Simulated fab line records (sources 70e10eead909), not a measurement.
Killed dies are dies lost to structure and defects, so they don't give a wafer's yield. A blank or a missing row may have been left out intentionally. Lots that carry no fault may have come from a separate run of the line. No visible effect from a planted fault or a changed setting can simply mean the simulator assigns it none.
Problem report, 8D (eight disciplines) form, completed by code    flow nand harc    the parts of the form that need people (team, actions taken, sign-off) are left out

== 1. PROBLEM STATEMENT ==
time to endpoint s at NHARC_P_M2_CMP_23 reads a mean of 16.3 s on 2 wafers of 2 lots; wafers without a fault read 28.2 s with a standard deviation of 1.9. That is -6.3 standard deviations from the usual mean.
The step: polishes, t overpolish 20 s, target thk 144.3 nm.
Seen first at day 10 06:18 on cmp-02, wafer L414.6. At this step, 42 wafers from 14 lots have a number in the record. Rule for "out" (also "out of limits"): further than 4 standard deviations from the usual mean. All remaining wafers that have a number are taken as sound.

== 2. WHAT IT IS, WHAT IT ISN'T ==
question                     is                  is not
which readings at this step  time to endpoint s  motor current A, slurry flow ml min
which lots                   L414, L416          L398, L399, L401, L403, L404, L406, L408, L411, L418, L419, L420, L421
which wafers of those lots   L414.6, L416.3      L414.1, L414.2, L416.2, L416.4
read on which tools          cmp-02, cmp-04      cmp-01
when                         from day 10 06:18   up to then (26 sound wafers); but 14 sound wafers of L416, L418, L419, L420, L421 came after

== 3. SUSPECTS, AND WHAT RULES EACH OUT ==
Counting: if a tool at a process step up to the reading ran every lot that is out, it stays a suspect. Sound lots after the first of them don't rule it out here, since some wafers of a struck lot are sound.
- rie diel-04 at NHARC_P_M2_ETCH_15 (etches the open film in C4F8/Ar, target depth 182.5 nm, time 91.2 s): kept. It ran every lot that is out, first L414 (day 10 05:35); its last sound lot up to then is L411 (day 9 17:19). NHARC_P_M2_ETCH_15: start missing for some lots; hours and lot order therefore follow NHARC_P_M2_ECD_22.
- ecd cu-02 at NHARC_P_M2_ECD_22 (material Cu, target thk 400 nm): kept. It ran every lot that is out, first L414 (day 10 05:35); its last sound lot up to then is L411 (day 9 17:19).
Remaining after the count are rie diel-04 at NHARC_P_M2_ETCH_15 and ecd cu-02 at NHARC_P_M2_ECD_22.

== 4. THE CAUSE (what the simulator had put in) ==
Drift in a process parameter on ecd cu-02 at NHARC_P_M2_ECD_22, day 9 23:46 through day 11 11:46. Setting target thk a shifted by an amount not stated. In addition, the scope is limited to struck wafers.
Counting left 2 suspects, and this tool is among them.

== 5. THE CHAIN OF EFFECTS, in route order ==
Each row: a reading where the mean over the struck wafers with a number is more than 3 standard deviations away from the usual. Scope: only readings with a usual standard deviation given in the record; hours: median across lots of the time from each lot's start at the first step in this table that gives one to its start at this step; sigmas: change in usual standard deviations.
hours  step               reading             usual   on struck wafers  change  sigmas
0      NHARC_P_M2_CMP_23  time to endpoint s  28.2 s  16.3              -11.9   -6.3
The process steps in it:
- NHARC_P_M2_CMP_23: polishes, t overpolish 20 s, target thk 144.3 nm.
At these later measuring or inspecting steps, every struck wafer for which the step has a row has a number for every such reading, and none has moved that far: NHARC_P_M2_THK_MEAS_24.

== 6. HOW IT WOULD HAVE BEEN CAUGHT EARLIER ==
In this record no reading fell out of limits until day 10 06:18, 7 hours after the fault had begun at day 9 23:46.
Of the lots that are out (2), L416 began NHARC_P_M2_ECD_22 on ecd cu-02 after day 10 06:18. A tool hold placed at that time would have kept it from harm.
